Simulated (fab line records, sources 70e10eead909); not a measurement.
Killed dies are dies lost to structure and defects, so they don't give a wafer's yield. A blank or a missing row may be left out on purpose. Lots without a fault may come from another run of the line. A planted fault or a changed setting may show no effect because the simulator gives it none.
A sampling plan put to the test | flow nand_harc | one fab line, 42 faults that these records tell of, each judged on the records of the lots that it struck
The plan is the line's own looks: the steps of the route at which a gauge or an inspection reads the wafer and doesn't change it. A look can be judged if struck wafers have a number there and the file gives its usual mean and standard deviation on fault-free wafers. Caught: at a look after the fault's first step, the mean of the struck wafers lies 4 or more of those standard deviations (sigma) from the usual mean. On the tool: the same test on the tool's own readings at the fault's steps. Another recipe on the struck wafers, or a record that is blank for them alone, also counts as caught.

THE FAULTS, as the simulator had put them in
1. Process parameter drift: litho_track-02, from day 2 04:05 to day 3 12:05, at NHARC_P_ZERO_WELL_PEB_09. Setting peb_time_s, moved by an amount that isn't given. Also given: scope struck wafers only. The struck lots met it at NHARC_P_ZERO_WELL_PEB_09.
2. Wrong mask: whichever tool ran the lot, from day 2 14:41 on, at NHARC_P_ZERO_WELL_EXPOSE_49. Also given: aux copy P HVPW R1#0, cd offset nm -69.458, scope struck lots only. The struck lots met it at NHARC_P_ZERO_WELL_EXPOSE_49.
3. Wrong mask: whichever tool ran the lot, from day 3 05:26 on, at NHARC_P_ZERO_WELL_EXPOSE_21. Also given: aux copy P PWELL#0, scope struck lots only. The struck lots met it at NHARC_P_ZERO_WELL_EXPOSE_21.
4. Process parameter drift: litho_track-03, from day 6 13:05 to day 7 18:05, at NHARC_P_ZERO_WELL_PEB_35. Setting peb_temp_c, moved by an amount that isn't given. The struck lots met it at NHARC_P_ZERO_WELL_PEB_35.
5. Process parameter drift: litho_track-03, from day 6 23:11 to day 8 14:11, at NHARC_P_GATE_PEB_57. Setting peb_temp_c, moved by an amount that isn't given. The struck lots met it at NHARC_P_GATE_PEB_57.
6. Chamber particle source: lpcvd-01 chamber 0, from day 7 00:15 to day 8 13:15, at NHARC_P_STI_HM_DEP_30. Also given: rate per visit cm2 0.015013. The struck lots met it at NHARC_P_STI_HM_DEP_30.
7. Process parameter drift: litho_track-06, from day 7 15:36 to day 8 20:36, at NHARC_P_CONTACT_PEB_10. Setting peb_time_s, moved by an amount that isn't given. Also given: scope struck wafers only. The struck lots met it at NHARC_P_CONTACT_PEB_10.
8. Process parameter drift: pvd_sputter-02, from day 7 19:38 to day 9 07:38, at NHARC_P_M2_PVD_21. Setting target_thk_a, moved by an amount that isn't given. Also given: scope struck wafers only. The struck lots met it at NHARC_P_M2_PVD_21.
9. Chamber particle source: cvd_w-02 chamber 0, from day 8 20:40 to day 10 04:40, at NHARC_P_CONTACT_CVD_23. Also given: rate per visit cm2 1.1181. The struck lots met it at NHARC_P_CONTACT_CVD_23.
10. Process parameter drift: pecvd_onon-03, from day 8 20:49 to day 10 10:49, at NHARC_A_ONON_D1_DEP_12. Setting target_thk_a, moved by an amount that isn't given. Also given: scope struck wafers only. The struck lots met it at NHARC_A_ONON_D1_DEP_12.
11. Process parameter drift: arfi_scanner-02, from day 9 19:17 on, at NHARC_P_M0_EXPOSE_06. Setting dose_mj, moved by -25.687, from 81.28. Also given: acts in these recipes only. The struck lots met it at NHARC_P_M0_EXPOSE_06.
12. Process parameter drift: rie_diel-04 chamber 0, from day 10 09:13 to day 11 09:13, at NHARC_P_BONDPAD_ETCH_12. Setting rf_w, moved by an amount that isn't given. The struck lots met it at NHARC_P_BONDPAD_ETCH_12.
13. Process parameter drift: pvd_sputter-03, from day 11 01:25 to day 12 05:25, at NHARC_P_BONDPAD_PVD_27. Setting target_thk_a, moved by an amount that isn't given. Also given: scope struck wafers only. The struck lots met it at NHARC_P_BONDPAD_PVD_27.
14. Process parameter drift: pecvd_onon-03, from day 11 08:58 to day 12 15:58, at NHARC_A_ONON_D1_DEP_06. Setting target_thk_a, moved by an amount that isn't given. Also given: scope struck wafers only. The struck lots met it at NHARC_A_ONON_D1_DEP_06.
15. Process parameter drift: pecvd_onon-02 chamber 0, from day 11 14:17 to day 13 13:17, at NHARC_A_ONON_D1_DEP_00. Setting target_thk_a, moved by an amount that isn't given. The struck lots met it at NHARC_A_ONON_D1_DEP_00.
16. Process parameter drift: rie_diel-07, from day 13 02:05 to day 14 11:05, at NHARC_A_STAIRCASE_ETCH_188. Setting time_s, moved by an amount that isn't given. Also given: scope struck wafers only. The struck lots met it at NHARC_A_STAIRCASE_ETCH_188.
17. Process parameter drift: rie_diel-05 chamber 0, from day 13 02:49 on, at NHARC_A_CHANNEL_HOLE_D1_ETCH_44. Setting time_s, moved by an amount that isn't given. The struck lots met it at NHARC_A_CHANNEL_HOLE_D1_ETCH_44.
18. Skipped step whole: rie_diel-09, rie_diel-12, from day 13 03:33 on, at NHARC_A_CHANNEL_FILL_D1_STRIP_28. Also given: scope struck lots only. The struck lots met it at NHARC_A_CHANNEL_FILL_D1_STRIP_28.
19. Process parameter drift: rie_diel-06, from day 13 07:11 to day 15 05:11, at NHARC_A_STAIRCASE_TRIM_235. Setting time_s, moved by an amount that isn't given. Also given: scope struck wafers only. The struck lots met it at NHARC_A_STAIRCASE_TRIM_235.
20. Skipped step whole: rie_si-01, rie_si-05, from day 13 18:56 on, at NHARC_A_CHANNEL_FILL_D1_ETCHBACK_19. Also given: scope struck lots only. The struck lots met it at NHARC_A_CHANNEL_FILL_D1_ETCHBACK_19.
21. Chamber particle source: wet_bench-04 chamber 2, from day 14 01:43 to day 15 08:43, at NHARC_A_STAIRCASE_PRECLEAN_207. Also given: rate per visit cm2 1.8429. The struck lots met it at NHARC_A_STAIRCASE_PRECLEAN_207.
22. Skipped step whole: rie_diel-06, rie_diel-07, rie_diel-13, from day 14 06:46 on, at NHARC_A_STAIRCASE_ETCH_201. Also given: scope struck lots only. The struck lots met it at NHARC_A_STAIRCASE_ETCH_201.
23. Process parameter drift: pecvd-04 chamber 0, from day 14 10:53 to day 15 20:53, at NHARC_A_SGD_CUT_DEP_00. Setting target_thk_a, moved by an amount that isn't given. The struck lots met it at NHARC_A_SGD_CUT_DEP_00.
24. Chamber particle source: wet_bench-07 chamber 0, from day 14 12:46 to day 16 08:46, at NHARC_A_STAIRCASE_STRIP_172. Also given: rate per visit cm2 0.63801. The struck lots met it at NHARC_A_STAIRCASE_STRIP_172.
25. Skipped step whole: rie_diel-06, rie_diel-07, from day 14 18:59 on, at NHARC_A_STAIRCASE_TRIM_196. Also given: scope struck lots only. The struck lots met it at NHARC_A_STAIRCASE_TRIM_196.
26. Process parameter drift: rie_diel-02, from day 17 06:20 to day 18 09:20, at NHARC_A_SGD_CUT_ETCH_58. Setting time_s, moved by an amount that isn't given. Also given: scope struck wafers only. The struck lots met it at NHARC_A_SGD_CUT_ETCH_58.
27. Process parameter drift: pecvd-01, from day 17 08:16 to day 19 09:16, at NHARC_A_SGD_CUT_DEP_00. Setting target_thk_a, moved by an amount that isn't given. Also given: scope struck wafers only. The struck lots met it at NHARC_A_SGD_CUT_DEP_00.
28. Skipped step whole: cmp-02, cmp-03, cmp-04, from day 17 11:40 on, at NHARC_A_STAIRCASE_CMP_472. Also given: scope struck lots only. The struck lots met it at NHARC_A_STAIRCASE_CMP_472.
29. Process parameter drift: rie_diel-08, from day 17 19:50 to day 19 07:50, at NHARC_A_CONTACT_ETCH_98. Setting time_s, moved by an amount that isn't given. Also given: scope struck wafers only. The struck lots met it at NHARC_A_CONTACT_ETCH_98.
30. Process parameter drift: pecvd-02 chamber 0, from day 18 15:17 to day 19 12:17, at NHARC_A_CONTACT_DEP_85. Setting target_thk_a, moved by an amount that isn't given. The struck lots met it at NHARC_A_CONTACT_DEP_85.
31. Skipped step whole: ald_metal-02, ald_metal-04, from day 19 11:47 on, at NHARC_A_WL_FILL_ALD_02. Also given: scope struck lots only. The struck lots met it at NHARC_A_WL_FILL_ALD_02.
32. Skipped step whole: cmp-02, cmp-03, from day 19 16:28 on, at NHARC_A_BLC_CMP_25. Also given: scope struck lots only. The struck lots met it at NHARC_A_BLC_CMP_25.
33. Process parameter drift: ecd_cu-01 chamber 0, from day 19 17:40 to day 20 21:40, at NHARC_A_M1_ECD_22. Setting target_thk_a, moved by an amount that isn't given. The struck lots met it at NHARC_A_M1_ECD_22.
34. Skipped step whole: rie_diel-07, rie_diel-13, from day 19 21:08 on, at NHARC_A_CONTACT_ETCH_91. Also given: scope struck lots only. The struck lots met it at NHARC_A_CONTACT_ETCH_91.
35. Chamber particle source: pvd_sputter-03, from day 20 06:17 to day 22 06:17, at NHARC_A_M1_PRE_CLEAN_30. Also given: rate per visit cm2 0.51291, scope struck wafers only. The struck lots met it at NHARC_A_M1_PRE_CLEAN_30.
36. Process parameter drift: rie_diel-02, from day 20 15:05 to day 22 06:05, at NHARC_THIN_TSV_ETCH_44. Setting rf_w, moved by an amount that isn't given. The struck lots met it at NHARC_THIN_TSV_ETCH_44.
37. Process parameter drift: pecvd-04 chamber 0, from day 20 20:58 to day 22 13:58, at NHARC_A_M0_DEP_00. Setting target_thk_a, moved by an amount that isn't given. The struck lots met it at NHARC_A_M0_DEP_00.
38. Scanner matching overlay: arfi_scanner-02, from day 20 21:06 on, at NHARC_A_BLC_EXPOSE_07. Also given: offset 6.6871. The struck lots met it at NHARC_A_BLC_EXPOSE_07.
39. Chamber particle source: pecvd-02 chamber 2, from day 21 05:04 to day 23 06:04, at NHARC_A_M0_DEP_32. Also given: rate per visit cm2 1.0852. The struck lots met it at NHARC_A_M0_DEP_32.
40. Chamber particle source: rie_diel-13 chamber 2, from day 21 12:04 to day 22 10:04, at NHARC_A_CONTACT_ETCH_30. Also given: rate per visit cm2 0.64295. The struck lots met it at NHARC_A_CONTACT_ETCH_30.
41. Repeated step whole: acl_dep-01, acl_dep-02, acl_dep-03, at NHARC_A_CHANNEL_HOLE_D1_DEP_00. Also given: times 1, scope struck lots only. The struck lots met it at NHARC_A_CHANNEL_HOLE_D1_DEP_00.
42. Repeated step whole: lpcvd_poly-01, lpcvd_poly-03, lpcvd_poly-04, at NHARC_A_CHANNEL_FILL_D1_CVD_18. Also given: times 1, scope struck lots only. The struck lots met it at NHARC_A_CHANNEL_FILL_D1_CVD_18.

WHAT THE PLAN SAW
fault | on the tool itself                               | first look that catches it                      | reading, sigma                                            | median hours from its first step to that look | hours from the fault's start to the first struck lot there | judged looks passed uncaught
1     | heater_power_total_W +51 sigma                   | NHARC_P_ZERO_WELL_CD_MEAS_11                    | cd_nm -6.5                                                | 0.1                                           | 3                                                          | 0
2     | no reading that can be judged                    | NHARC_P_ZERO_WELL_CD_MEAS_52                    | cd_nm -29                                                 | 0.2                                           | 3                                                          | 0
3     | no reading that can be judged                    | NHARC_END_SORT_01                               | killed_at_periphery +99 or beyond                         | 436.2                                         | 438                                                        | 0
4     | plate_temp_C +65 sigma                           | not the one look that can be judged after it    | strongest: cd_nm at NHARC_P_ZERO_WELL_CD_MEAS_37, +3.9    | -                                             | -                                                          | 1
5     | plate_temp_C +14 sigma                           | none of the 2 looks that can be judged after it | -                                                         | -                                             | -                                                          | 2
6     | no reading that can be judged                    | none of the 2 looks that can be judged after it | strongest: killed_at_periphery at NHARC_END_SORT_01, +3.9 | -                                             | -                                                          | 2
7     | heater_power_total_W +99 or beyond sigma         | NHARC_P_CONTACT_CD_MEAS_12                      | cd_nm -25                                                 | 0.1                                           | 5                                                          | 0
8     | under 2 sigma                                    | NHARC_END_SORT_01                               | killed_at_periphery +99 or beyond                         | 316.5                                         | 328                                                        | 0
9     | under 2 sigma                                    | NHARC_END_SORT_01                               | killed_at_periphery +41                                   | 364.0                                         | 355                                                        | 0
10    | no reading that can be judged                    | NHARC_A_ONON_D1_THK_MEAS_14                     | thk_nm -5.7                                               | 0.4                                           | 23                                                         | 0
11    | exposure_dose_mJ_cm2 -99 or beyond sigma         | NHARC_P_M0_CD_MEAS_09                           | cd_nm -23                                                 | 0.2                                           | 3                                                          | 0
12    | rf_fwd_power_W -37 sigma                         | NHARC_END_SORT_01                               | killed_at_periphery +99 or beyond                         | 320.1                                         | 319                                                        | 0
13    | under 2 sigma                                    | NHARC_END_SORT_01                               | killed_at_periphery +99 or beyond                         | 317.1                                         | 336                                                        | 0
14    | no reading that can be judged                    | NHARC_A_ONON_D1_THK_MEAS_08                     | thk_nm -38                                                | 0.5                                           | 0                                                          | 0
15    | no reading that can be judged                    | NHARC_A_ONON_D1_THK_MEAS_02                     | thk_nm +66                                                | 0.5                                           | 7                                                          | 0
16    | run_length_s -44 sigma                           | NHARC_END_SORT_01                               | killed_at_array +83                                       | 197.0                                         | 202                                                        | 0
17    | run_length_s -28 sigma                           | NHARC_END_SORT_01                               | killed_at_array +83                                       | 254.6                                         | 266                                                        | 1
18    | the tool's record is blank for the struck wafers | NHARC_END_SORT_01                               | killed_at_array +83                                       | 241.3                                         | 240                                                        | 0
19    | run_length_s -99 or beyond sigma                 | NHARC_END_SORT_01                               | killed_at_array +5.8                                      | 189.0                                         | 204                                                        | 0
20    | the tool's record is blank for the struck wafers | NHARC_END_SORT_01                               | killed_at_array +83                                       | 234.3                                         | 234                                                        | 0
21    | no reading that can be judged                    | NHARC_END_SORT_01                               | killed_at_array +12                                       | 203.5                                         | 221                                                        | 0
22    | the tool's record is blank for the struck wafers | NHARC_END_SORT_01                               | killed_at_array +83                                       | 211.2                                         | 213                                                        | 0
23    | under 2 sigma                                    | NHARC_END_SORT_01                               | killed_at_array +82                                       | 121.5                                         | 126                                                        | 0
24    | no reading that can be judged                    | none of the 2 looks that can be judged after it | strongest: killed_at_array at NHARC_END_SORT_01, +3.4     | -                                             | -                                                          | 2
25    | the tool's record is blank for the struck wafers | NHARC_END_SORT_01                               | killed_at_array +83                                       | 214.4                                         | 217                                                        | 0
26    | run_length_s -39 sigma                           | NHARC_END_SORT_01                               | killed_at_array +71                                       | 139.0                                         | 143                                                        | 0
27    | under 2 sigma                                    | NHARC_END_SORT_01                               | killed_at_array +83                                       | 144.3                                         | 158                                                        | 0
28    | the tool's record is blank for the struck wafers | NHARC_END_SORT_01                               | killed_at_array +83                                       | 143.9                                         | 136                                                        | 0
29    | run_length_s -11 sigma                           | NHARC_END_SORT_01                               | killed_at_array +75                                       | 53.2                                          | 54                                                         | 0
30    | under 2 sigma                                    | NHARC_END_SORT_01                               | killed_at_array +80                                       | 57.2                                          | 56                                                         | 0
31    | the tool's record is blank for the struck wafers | NHARC_END_SORT_01                               | killed_at_array +83                                       | 108.4                                         | 114                                                        | 0
32    | the tool's record is blank for the struck wafers | NHARC_A_BLC_INSPECT_28                          | raw_defect_count +52                                      | 0.4                                           | 1                                                          | 0
33    | no reading that can be judged                    | not the one look that can be judged after it    | -                                                         | -                                             | -                                                          | 1
34    | the tool's record is blank for the struck wafers | NHARC_END_SORT_01                               | killed_at_array +83                                       | 71.1                                          | 78                                                         | 0
35    | under 2 sigma                                    | NHARC_END_SORT_01                               | sort_bin_3_pct +11                                        | 37.9                                          | 47                                                         | 2
36    | rf_fwd_power_W -40 sigma                         | not the one look that can be judged after it    | strongest: killed_at_other at NHARC_END_SORT_01, +2.3     | -                                             | -                                                          | 1
37    | under 2 sigma                                    | NHARC_END_SORT_01                               | sort_bin_2_pct +99 or beyond                              | 41.6                                          | 54                                                         | 0
38    | no reading that can be judged                    | NHARC_A_BLC_OVL_MEAS_11                         | overlay_x_nm +8.1                                         | 0.2                                           | 2                                                          | 0
39    | under 2 sigma                                    | NHARC_A_M1_INSPECT_11                           | raw_defect_count +62                                      | 1.2                                           | 21                                                         | 1
40    | only faintly: throttle_valve_pct -2.5 sigma      | NHARC_END_SORT_01                               | killed_at_array +7.1                                      | 50.5                                          | 69                                                         | 1
41    | under 2 sigma                                    | NHARC_END_SORT_01                               | killed_at_array +83                                       | 279.7                                         | -                                                          | 0
42    | under 2 sigma                                    | NHARC_END_SORT_01                               | killed_at_array +83                                       | 241.2                                         | -                                                          | 0
A dash: the fault isn't caught, or these records don't give the number.

Caught at a look: 36 of 42. Caught on the tool: 20 of 42. By one or the other: 39 of 42.
Caught on the tool alone: faults 4, 5, 36.
Caught at a look alone: faults 2, 3, 8, 9, 10, 13, 14, 15, 21, 23, 27, 30, 35, 37, 38, 39, 40, 41, 42.
Caught by neither: faults 6, 24, 33.

THINNER SAMPLING
If the look that catches a fault measured only every second or every third lot, by lot number, the first struck lot would be measured this late in the worst case:
fault | struck lots at that look, in order of time | every lot | every second lot | every third lot
1     | L567, L569, L570                           | 3 h       | 21 h             | may miss all 3
2     | L973                                       | 3 h       | may miss it      | may miss it
3     | L500                                       | 438 h     | may miss it      | may miss it
7     | L292, L293, L295                           | 5 h       | 10 h             | may miss all 3
8     | L110, L107                                 | 328 h     | 329 h            | may miss all 2
9     | L262, L261                                 | 355 h     | 373 h            | may miss all 2
10    | L655                                       | 23 h      | may miss it      | may miss it
11    | L654, L658, L660                           | 3 h       | may miss all 3   | may miss all 3
12    | L374, L372                                 | 319 h     | may miss all 2   | may miss all 2
13    | L564                                       | 336 h     | may miss it      | may miss it
14    | L791, L794                                 | 0 h       | 1 h              | may miss all 2
15    | L938, L939                                 | 7 h       | 26 h             | may miss all 2
16    | L975                                       | 202 h     | may miss it      | may miss it
17    | L773                                       | 266 h     | may miss it      | may miss it
18    | L824, L825                                 | 240 h     | 248 h            | may miss all 2
19    | L799, L803, L802                           | 204 h     | 212 h            | may miss all 3
20    | L865, L868, L866                           | 234 h     | 250 h            | may miss all 3
21    | L435                                       | 221 h     | may miss it      | may miss it
22    | L761, L758, L762                           | 213 h     | 213 h            | may miss all 3
23    | L959                                       | 126 h     | may miss it      | may miss it
25    | L335, L336                                 | 217 h     | 218 h            | may miss all 2
26    | L416, L418                                 | 143 h     | may miss all 2   | may miss all 2
27    | L658                                       | 158 h     | may miss it      | may miss it
28    | L284, L286, L287                           | 136 h     | 153 h            | may miss all 3
29    | L172, L173, L175                           | 54 h      | 71 h             | may miss all 3
30    | L238, L242                                 | 56 h      | may miss all 2   | may miss all 2
31    | L223, L222                                 | 114 h     | 123 h            | may miss all 2
32    | L411, L410                                 | 1 h       | 1 h              | may miss all 2
34    | L489, L486                                 | 78 h      | 79 h             | may miss all 2
35    | L494, L493                                 | 47 h      | 71 h             | may miss all 2
37    | L192, L189                                 | 54 h      | 55 h             | may miss all 2
38    | L459, L462, L463                           | 2 h       | 18 h             | may miss all 3
39    | L288, L287                                 | 21 h      | 21 h             | may miss all 2
40    | L374                                       | 69 h      | may miss it      | may miss it
Hours are from the fault's start to the first struck lot that is measured. The limit of 4 sigma was tested on all struck wafers together, so one lot alone may lie under it. Other struck lots may not be in these records.

THE LONGEST TIMED WAY FROM STEP TO LOOK
Fault 3: a median of 436.2 hours passes between NHARC_P_ZERO_WELL_EXPOSE_21 and NHARC_END_SORT_01. No look between them can be judged.
